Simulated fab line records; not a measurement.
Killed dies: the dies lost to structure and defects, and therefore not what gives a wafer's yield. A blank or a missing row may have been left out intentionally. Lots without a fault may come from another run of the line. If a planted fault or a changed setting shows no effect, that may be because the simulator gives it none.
Split-lot trial | flow n5-finfet | 7 lots, 39 wafers read, on a route of 1938 steps

SPLIT DETAILS
At N5_DUMMY_GATE_ETCH_42 (etches SiO2 in CHF3/O2, target depth 3.5 nm, time 31 s), the setting bias-w was moved away from the recipe's 12 W on 12 of the 39 wafers read, by -12.7% to +11.2%. For the rest of the wafers, this setting stayed at what the recipe calls for.

Reading taken at the split's own step.

THE READING
rf-vpp-V, in V, at N5_DUMMY_GATE_ETCH_42 (etches SiO2 in CHF3/O2, target depth 3.5 nm, time 31 s). Typical for fault-free wafers on this fab line: 42.4 V, with standard deviation 1.2 V.

wafer  | tool, chamber at the split | bias-w as run, W | against the recipe | rf-vpp-V, V | against lot-mates on the recipe
L074.2 | rie-diel-06, 2             | 12               | recipe             | 42.9        | -
L074.3 | rie-diel-06, 3             | 12               | recipe             | 42.3        | -
L074.4 | rie-diel-06, 1             | 12               | recipe             | 44.1        | -
L076.1 | rie-diel-04, 1             | 13.34            | +11.2%             | 45.3        | +3.4
L076.2 | rie-diel-04, 2             | 13.34            | +11.2%             | 44.4        | +2.5
L076.3 | rie-diel-04, 3             | 13.34            | +11.2%             | 45.8        | +3.9
L076.4 | rie-diel-04, 0             | 12               | recipe             | 42.2        | -
L076.5 | rie-diel-04, 1             | 12               | recipe             | 42.3        | -
L076.6 | rie-diel-04, 2             | 12               | recipe             | 41.2        | -
L079.1 | rie-diel-04, 3             | 11.06            | -7.8%              | 39.4        | -2.3
L079.2 | rie-diel-04, 2             | 12               | recipe             | 41.4        | -
L079.3 | rie-diel-04, 1             | 12               | recipe             | 42.1        | -
L079.4 | rie-diel-04, 0             | 11.06            | -7.8%              | 38.5        | -3.2
L079.5 | rie-diel-04, 0             | 11.06            | -7.8%              | 40.1        | -1.6
L079.6 | rie-diel-04, 3             | 12               | recipe             | 41.5        | -
L081.1 | rie-diel-04, 0             | 12               | recipe             | 41.4        | -
L081.2 | rie-diel-04, 1             | 12               | recipe             | 42.3        | -
L081.3 | rie-diel-04, 3             | 12               | recipe             | 40.6        | -
L081.4 | rie-diel-04, 2             | 12               | recipe             | 41.6        | -
L081.5 | rie-diel-04, 0             | 12               | recipe             | 41.6        | -
L081.6 | rie-diel-04, 3             | 12               | recipe             | 41.9        | -
L084.1 | rie-diel-04, 2             | 10.48            | -12.7%             | 36.1        | -5.3
L084.2 | rie-diel-04, 3             | 12               | recipe             | 40.7        | -
L084.3 | rie-diel-04, 1             | 12               | recipe             | 42.1        | -
L084.4 | rie-diel-04, 0             | 12               | recipe             | 41.4        | -
L084.5 | rie-diel-04, 0             | 10.48            | -12.7%             | 37.5        | -3.9
L084.6 | rie-diel-04, 1             | 10.48            | -12.7%             | 38.7        | -2.7
L093.1 | rie-diel-04, 1             | 12               | recipe             | 43.3        | -
L093.2 | rie-diel-04, 2             | 12               | recipe             | 40.9        | -
L093.3 | rie-diel-04, 3             | 12               | recipe             | 41.4        | -
L093.4 | rie-diel-04, 0             | 12               | recipe             | 40.8        | -
L093.5 | rie-diel-04, 2             | 12               | recipe             | 41.2        | -
L093.6 | rie-diel-04, 1             | 12               | recipe             | 41.8        | -
L095.1 | rie-diel-03, 0             | 12               | recipe             | 43.4        | -
L095.2 | rie-diel-03, 3             | 11.15            | -7.1%              | 41.3        | -2.9
L095.3 | rie-diel-03, 1             | 12               | recipe             | 44.7        | -
L095.4 | rie-diel-03, 3             | 11.15            | -7.1%              | 39.9        | -4.3
L095.5 | rie-diel-03, 1             | 11.15            | -7.1%              | 42.4        | -1.8
L095.6 | rie-diel-03, 0             | 12               | recipe             | 44.6        | -

THE FIT
A straight line over all 39 wafers: rf-vpp-V changes by +0.304 V for each +1% of bias-w; r = +0.82; the points scatter about the line by 1.2 V.
The same after taking each lot's own level away (the mean of its wafers on the recipe; 39 wafers): +0.316 V for each +1%; r = +0.92; scatter 0.76 V.
Per that fit: largest bias-w move, reading shift of 4 V.
Across the lots, their own levels run from 41.40 to 44.23 V, a range of 2.4 times the standard deviation given above.
The two slopes agree, so the slope changes little with the lot-to-lot level.
Check: for one of the wafers moved furthest among these (-12.7%), held out of the fit, the line's prediction against its lot-mates is -3.87 V. Against them it came out at -5.3 V.
Tool readings at the split's step, against how far the setting was moved: rf-vpp-V r = +0.82.

ADDITIONAL SPLITS CARRIED BY THESE WAFERS
These wafers also went through other splits before the reading. Each is held against what the fit with the lots' levels taken away leaves over:
other split on the same wafers     | wafers away from the commonest value | r with rf-vpp-V (lot level and that fit taken away)
N5_FIN_SAQP_ETCH_69 target-depth-a | 12                                   | +0.19
N5_DUMMY_GATE_CVD_03 target-thk-a  | 12                                   | -0.12
N5_DUMMY_GATE_ETCH_37 source-w     | 18                                   | -0.03

THE FILE'S OWN FIT
rf-vpp-V changes by +0.319 V for each +1% of bias-w, r = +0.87.
